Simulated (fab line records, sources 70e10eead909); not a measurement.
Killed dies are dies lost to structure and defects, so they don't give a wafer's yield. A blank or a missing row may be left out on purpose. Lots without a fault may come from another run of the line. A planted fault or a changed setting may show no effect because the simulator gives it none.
Which tool did it? | flow nand_harc | 6 lots, 18 wafers sampled, at 5 steps of a route of 1302

WHAT THE GAUGES READ, wafer by wafer
NHARC_END_SORT_01.
lot  | measured     | on        | killed_at_array
L808 | day 26 18:14 | prober-02 | 70 79 78
L814 | day 29 15:41 | prober-01 | 674 671 671

WHICH TOOL RAN EACH LOT (tool, then ch and the chambers of the sampled wafers, then the start)
lot  | NHARC_A_CHANNEL_FILL_D1_ALD_25   | NHARC_A_CHANNEL_FILL_D1_ETCHBACK_08           | NHARC_A_DECK1_JOINT_CMP_02    | NHARC_A_ONON_D2_DEP_25
L801 | ald_hk-03 ch 0,2,3, day 10 10:45 | rie_diel-10 ch 0,1, day 12 07:01 or earlier   | cmp-03 ch 0,2,3, day 12 07:01 | pecvd_onon-04 ch 0, day 12 19:34
L805 | ald_hk-03 ch 0,2,3, day 11 23:20 | rie_diel-05 ch 1,2,3, day 14 00:25 or earlier | cmp-01 ch 1,3, day 14 00:25   | pecvd_onon-03 ch 0, day 14 12:33
L808 | ald_hk-01 ch 0,2,3, day 13 02:31 | rie_diel-10 ch 0,2,3, day 14 19:13 or earlier | cmp-03 ch 0,1,3, day 14 19:13 | pecvd_onon-02 ch 0, day 15 07:20
L814 | ald_hk-01 ch 0,1,3, day 16 01:19 | rie_diel-10 ch 1,2, day 18 03:59 or earlier   | cmp-04 ch 0,1,2, day 18 03:59 | pecvd_onon-03, day 18 16:21
L818 | ald_hk-02 ch 1,2,3, day 17 11:20 | rie_diel-03 ch 0,2, day 19 09:40 or earlier   | cmp-04 ch 0,1,2, day 19 09:40 | pecvd_onon-02 ch 0, day 19 21:48
L821 | ald_hk-03 ch 0,2, day 18 20:54   | rie_diel-10 ch 1,2,3, day 20 20:20 or earlier | cmp-04 ch 1,2, day 20 20:20   | pecvd_onon-02 ch 0, day 21 09:04
- NHARC_A_CHANNEL_FILL_D1_ALD_25: deposits SiOx, target thk 60 nm, pulse time 10 s, ald cycles 600.
- NHARC_A_CHANNEL_FILL_D1_ETCHBACK_08: etches the open film in C4F8, target depth 220 nm, time 110 s.
- NHARC_A_DECK1_JOINT_CMP_02: polishes SiOx.
- NHARC_A_ONON_D2_DEP_25: target thk 1000 nm.

THE ANSWER, worked out from the rows above alone
Rule: what is usual is taken from the lots themselves. Put in order of their means at a reading, lots are off if they are a third of the lots or fewer, leave a main group of 4 or more, and stand apart from it by a gap of 3 or more times the standard deviation of the main group's means; of several such gaps the widest counts. A main group whose means are all the same, to the digits that the tables above print for the reading, isn't used. A lot without any number at a reading at which 4 lots or more have one is off too. The other lots that the step has rows for count as sound.
No lot is off at any reading shown: from this, nothing can be told.

WHAT THE SIMULATOR HAD PUT IN
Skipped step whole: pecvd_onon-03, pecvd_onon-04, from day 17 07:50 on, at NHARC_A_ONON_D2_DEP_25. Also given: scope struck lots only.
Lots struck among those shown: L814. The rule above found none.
